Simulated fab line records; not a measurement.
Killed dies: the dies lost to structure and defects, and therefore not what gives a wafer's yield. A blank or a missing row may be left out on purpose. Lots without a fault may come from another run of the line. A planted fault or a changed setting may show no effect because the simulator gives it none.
The tool behind it: which one? :: flow n5Finfet :: 24 lots with 72 wafers sampled at 2 steps, on a route of 1938 steps

WHAT THE GAUGES SHOWED, per wafer
N5_BEOL_M9_INSPECT_58: inspects for defects (darkfield).
lot: L074
measured: day 10 05:36
on: defectInspect-02
rawDefectCount: 81 110 58

lot: L075
measured: day 10 06:01
on: defectInspect-02
rawDefectCount: 58 43 80

lot: L076
measured: day 10 06:52
on: defectInspect-01
rawDefectCount: 59 54 42

lot: L078
measured: day 10 15:34
on: defectInspect-01
rawDefectCount: 47 51 65

lot: L077
measured: day 10 16:41
on: defectInspect-01
rawDefectCount: 61 75 46

lot: L079
measured: day 11 00:55
on: defectInspect-01
rawDefectCount: 67 79 59

lot: L081
measured: day 11 08:29
on: defectInspect-01
rawDefectCount: 78 73 81

lot: L080
measured: day 11 08:46
on: defectInspect-01
rawDefectCount: 72 137 76

lot: L083
measured: day 11 14:14
on: defectInspect-01
rawDefectCount: 93 130 68

lot: L082
measured: day 12 02:07
on: defectInspect-01
rawDefectCount: 56 84 35

lot: L084
measured: day 12 02:25
on: defectInspect-02
rawDefectCount: 70 107 42

lot: L085
measured: day 12 10:33
on: defectInspect-01
rawDefectCount: 72 71 83

lot: L086
measured: day 12 18:44
on: defectInspect-01
rawDefectCount: 42 41 53

lot: L087
measured: day 12 20:13
on: defectInspect-01
rawDefectCount: 46 40 30

lot: L088
measured: day 13 18:10
on: defectInspect-02
rawDefectCount: 56 61 37

lot: L090
measured: day 13 18:28
on: defectInspect-01
rawDefectCount: 66 41 56

lot: L089
measured: day 13 19:33
on: defectInspect-02
rawDefectCount: 27 56 60

lot: L091
measured: day 14 16:34
on: defectInspect-02
rawDefectCount: 63 71 63

lot: L093
measured: day 14 17:32
on: defectInspect-01
rawDefectCount: 49 52 61

lot: L094
measured: day 14 21:14
on: defectInspect-02
rawDefectCount: 41 75 38

lot: L095
measured: day 15 01:01
on: defectInspect-02
rawDefectCount: 52 56 59

lot: L092
measured: day 15 01:01
on: defectInspect-02
rawDefectCount: 68 89 118

lot: L096
measured: day 15 17:25
on: defectInspect-02
rawDefectCount: 37 50 39

lot: L097
measured: day 16 02:05
on: defectInspect-01
rawDefectCount: 59 40 99

WHAT TOOL EACH LOT RAN ON (gives the tool, then ch and the chambers of the sampled wafers, and finally the start)
lot: L074
N5_BEOL_M9_DEP_56: pecvd-02 ch 0,1,2, day 10 05:30

lot: L075
N5_BEOL_M9_DEP_56: pecvd-01 ch 0,1, day 10 05:55

lot: L076
N5_BEOL_M9_DEP_56: pecvd-02 ch 1,2, day 10 06:46

lot: L078
N5_BEOL_M9_DEP_56: pecvd-01 ch 0,1,2, day 10 15:28

lot: L077
N5_BEOL_M9_DEP_56: pecvd-01 ch 0,2, day 10 16:35

lot: L079
N5_BEOL_M9_DEP_56: pecvd-03 ch 0,1,2, day 11 00:50

lot: L081
N5_BEOL_M9_DEP_56: pecvd-01 ch 0,1, day 11 08:23

lot: L080
N5_BEOL_M9_DEP_56: pecvd-02 ch 0,1,2, day 11 08:40

lot: L083
N5_BEOL_M9_DEP_56: pecvd-02 ch 0,1,2, day 11 14:10

lot: L082
N5_BEOL_M9_DEP_56: pecvd-03 ch 0,2, day 12 02:00

lot: L084
N5_BEOL_M9_DEP_56: pecvd-03 ch 0,2, day 12 02:19

lot: L085
N5_BEOL_M9_DEP_56: pecvd-01 ch 0,2, day 12 10:27

lot: L086
N5_BEOL_M9_DEP_56: pecvd-02 ch 1,2, day 12 18:37

lot: L087
N5_BEOL_M9_DEP_56: pecvd-01 ch 0,2, day 12 20:00

lot: L088
N5_BEOL_M9_DEP_56: pecvd-02 ch 0,1, day 13 18:04

lot: L090
N5_BEOL_M9_DEP_56: pecvd-02 ch 1,2, day 13 18:22

lot: L089
N5_BEOL_M9_DEP_56: pecvd-01 ch 0,1, day 13 19:27

lot: L091
N5_BEOL_M9_DEP_56: pecvd-01 ch 0,1, day 14 16:28

lot: L093
N5_BEOL_M9_DEP_56: pecvd-01 ch 0,1,2, day 14 17:26

lot: L094
N5_BEOL_M9_DEP_56: pecvd-03 ch 0,2, day 14 21:06

lot: L095
N5_BEOL_M9_DEP_56: pecvd-03 ch 0,2, day 15 00:44

lot: L092
N5_BEOL_M9_DEP_56: pecvd-01 ch 0,2, day 15 00:50

lot: L096
N5_BEOL_M9_DEP_56: pecvd-02 ch 1,2, day 15 17:19

lot: L097
N5_BEOL_M9_DEP_56: pecvd-01 ch 0,1,2, day 16 01:59
- N5_BEOL_M9_DEP_56: deposits SiCN from 3MS/NH3, target thk 15 nm, time 26.5 s.

WHAT THE TOOLS THEMSELVES READ (means of the sampled wafers that have a number; where no wafer has one, the mark that the record gives instead)
N5_BEOL_M9_DEP_56.
lot: L074
tool: pecvd-02
showerheadPlenumPTorr (Torr): 3.677
throttleValvePct (%): 9.3

lot: L075
tool: pecvd-01
showerheadPlenumPTorr (Torr): 3.672
throttleValvePct (%): 8.9

lot: L076
tool: pecvd-02
showerheadPlenumPTorr (Torr): 3.675
throttleValvePct (%): 9.1

lot: L078
tool: pecvd-01
showerheadPlenumPTorr (Torr): 3.665
throttleValvePct (%): 9.0

lot: L077
tool: pecvd-01
showerheadPlenumPTorr (Torr): 3.663
throttleValvePct (%): 8.9

lot: L079
tool: pecvd-03
showerheadPlenumPTorr (Torr): 3.657
throttleValvePct (%): 8.8

lot: L081
tool: pecvd-01
showerheadPlenumPTorr (Torr): 3.669
throttleValvePct (%): 8.8

lot: L080
tool: pecvd-02
showerheadPlenumPTorr (Torr): 3.666
throttleValvePct (%): 9.2

lot: L083
tool: pecvd-02
showerheadPlenumPTorr (Torr): 3.671
throttleValvePct (%): 9.3

lot: L082
tool: pecvd-03
showerheadPlenumPTorr (Torr): 3.650
throttleValvePct (%): 8.5

lot: L084
tool: pecvd-03
showerheadPlenumPTorr (Torr): 3.647
throttleValvePct (%): 8.3

lot: L085
tool: pecvd-01
showerheadPlenumPTorr (Torr): 3.663
throttleValvePct (%): 8.9

lot: L086
tool: pecvd-02
showerheadPlenumPTorr (Torr): 3.671
throttleValvePct (%): 9.1

lot: L087
tool: pecvd-01
showerheadPlenumPTorr (Torr): 3.663
throttleValvePct (%): 9.0

lot: L088
tool: pecvd-02
showerheadPlenumPTorr (Torr): 3.665
throttleValvePct (%): 9.7

lot: L090
tool: pecvd-02
showerheadPlenumPTorr (Torr): 3.670
throttleValvePct (%): 9.2

lot: L089
tool: pecvd-01
showerheadPlenumPTorr (Torr): 3.664
throttleValvePct (%): 9.0

lot: L091
tool: pecvd-01
showerheadPlenumPTorr (Torr): 3.668
throttleValvePct (%): 9.0

lot: L093
tool: pecvd-01
showerheadPlenumPTorr (Torr): 3.665
throttleValvePct (%): 9.0

lot: L094
tool: pecvd-03
showerheadPlenumPTorr (Torr): 3.657
throttleValvePct (%): 8.8

lot: L095
tool: pecvd-03
showerheadPlenumPTorr (Torr): 3.659
throttleValvePct (%): 8.5

lot: L092
tool: pecvd-01
showerheadPlenumPTorr (Torr): 3.655
throttleValvePct (%): 8.9

lot: L096
tool: pecvd-02
showerheadPlenumPTorr (Torr): 3.673
throttleValvePct (%): 9.2

lot: L097
tool: pecvd-01
showerheadPlenumPTorr (Torr): 3.669
throttleValvePct (%): 9.0

THE ANSWER, worked out from the rows above alone
Rule: the lots themselves supply what counts as usual. Put in order of their means at a reading, lots are off if they are a third of the lots or fewer, leave a main group of 4 or more, and stand apart from it by a gap of 3 or more times the standard deviation of the main group's means; of several such gaps the widest counts. A main group whose means are all the same, to the digits that the tables above print for the reading, isn't used. Also off: a lot with no number at a reading for which 4 or more lots have one. The other lots that the step has rows for count as sound. First the gauges in route order, then the tools' own readings, where a lot's mean is used as printed above. At the first step where some lot is off, the reading lying furthest off is the one used; lots without a number count as furthest.
No lot is off on any of the readings shown, so nothing can be concluded from this.

WHAT THE SIMULATOR HAD PUT IN
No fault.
